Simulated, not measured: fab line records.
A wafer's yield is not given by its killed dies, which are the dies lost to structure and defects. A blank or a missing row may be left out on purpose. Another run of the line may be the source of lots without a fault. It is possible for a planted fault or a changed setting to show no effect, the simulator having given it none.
Struck lot and sound lot, side by side + flow nand harc + 14 out of 1302 route steps
Sound: these wafers, L380.1, L380.3, L380.4. Struck: wafers L374.1, L374.4, L374.6. The cause is named last.
For every step that has rows: the tool of each side, followed by ch and its chambers, followed by its first start. Under that, the readings that differ: sound wafers + struck wafers + difference of the means + sigmas: that difference in standard deviations of wafers without a fault.
alike: same words and numbers on both sides, and readings whose means sit less than 2 such deviations apart. not compared: any withheld reading, any reading some wafer has no value for, any bound like >300 that may hide the same value, and any number with overlapping values for which the record gives no deviation.
Wherever a step has rows on one side only, a row that says differs or no value, or a row with sigmas, the two part there. Non-overlapping numbers with no deviation appear without sigmas and do not part them. A reading that every wafer of one side lacks parts them only if that side has two wafers or more.

NHARC_P_GATE_STRIP_95: strips in O2.
  sound on plasma asher-01 ch 0,1, day 12 23:39; struck on plasma asher-01 ch 0,1, day 10 15:23
  alike: drypump motor current A, heater power w
  not compared: rf hours counter h
then, 1 step without rows for these wafers: NHARC_P_GATE_STRIP_96 (strips in SPM, time 900 s).
NHARC_P_GATE_RTA_64: time 1 s.
  sound on rtp anneal-01 ch 0, day 13 00:14; struck on rtp anneal-01 ch 0, day 10 15:58
  alike: lamp power pct, wafer_temp_C_max
then, 1 step without rows for these wafers: NHARC_P_GATE_ETCH_77 (etches SiO2 in dHF, target depth 6 nm).
NHARC_P_GATE_DEGAS_109: time 60 s.
  struck on pvd sputter-02, day 10 16:16; sound on pvd sputter-01, day 13 00:32
  alike: heater power w
then, 3 steps without rows for these wafers: NHARC_P_GATE_PRE_CLEAN_110 (time 30 s); NHARC_P_GATE_SPUTTER_78 (material Ni, target thk 10 nm); NHARC_P_GATE_SPUTTER_79 (material TiN, target thk 10 nm).
NHARC_P_GATE_RTA_80: time 30 s.
  sound on rtp anneal-02 ch 0, day 13 00:50; struck on rtp anneal-01 ch 0, day 10 16:35
  alike: wafer_temp_C_max
then, 1 step without rows for these wafers: NHARC_P_GATE_STRIP_67 (strips in SPM, time 600 s).
NHARC_P_GATE_RTA_82: time 30 s.
  sound on rtp anneal-01 ch 0, day 13 01:18; struck on rtp anneal-02 ch 0, day 10 17:02
| reading            | sound          | struck         | difference | sigmas |
|--------------------|----------------|----------------|------------|--------|
| lamp power pct (%) | 3.84 3.85 3.84 | 3.56 3.56 3.55 | -0.29      | -2     |
  alike: wafer_temp_C_max
NHARC_P_GATE_INSPECT_68:
  struck on defect inspect-02, day 10 17:14; sound on defect inspect-02, day 13 01:29
| reading          | sound       | struck      | difference | sigmas |
|------------------|-------------|-------------|------------|--------|
| raw defect count | 331 516 304 | 131 161 156 | -234       | -3     |
NHARC_P_CONTACT_DEP_30: deposits SiNx, target thk 30 nm.
  sound on pecvd-01 ch 0,2, day 13 01:34; struck on pecvd-04 ch 1,2, day 10 17:48
  alike: heater power w
then, 1 step without rows for these wafers: NHARC_P_CONTACT_DEP_00 (deposits SiO2, target thk 500 nm).

WHERE THEY PART
Earliest at NHARC_P_GATE_RTA_82; latest, in this record, at NHARC_P_GATE_INSPECT_68. Later steps at which nothing parts them and some readings are alike: NHARC_P_CONTACT_DEP_30.

WHY: what had been put in by the simulator
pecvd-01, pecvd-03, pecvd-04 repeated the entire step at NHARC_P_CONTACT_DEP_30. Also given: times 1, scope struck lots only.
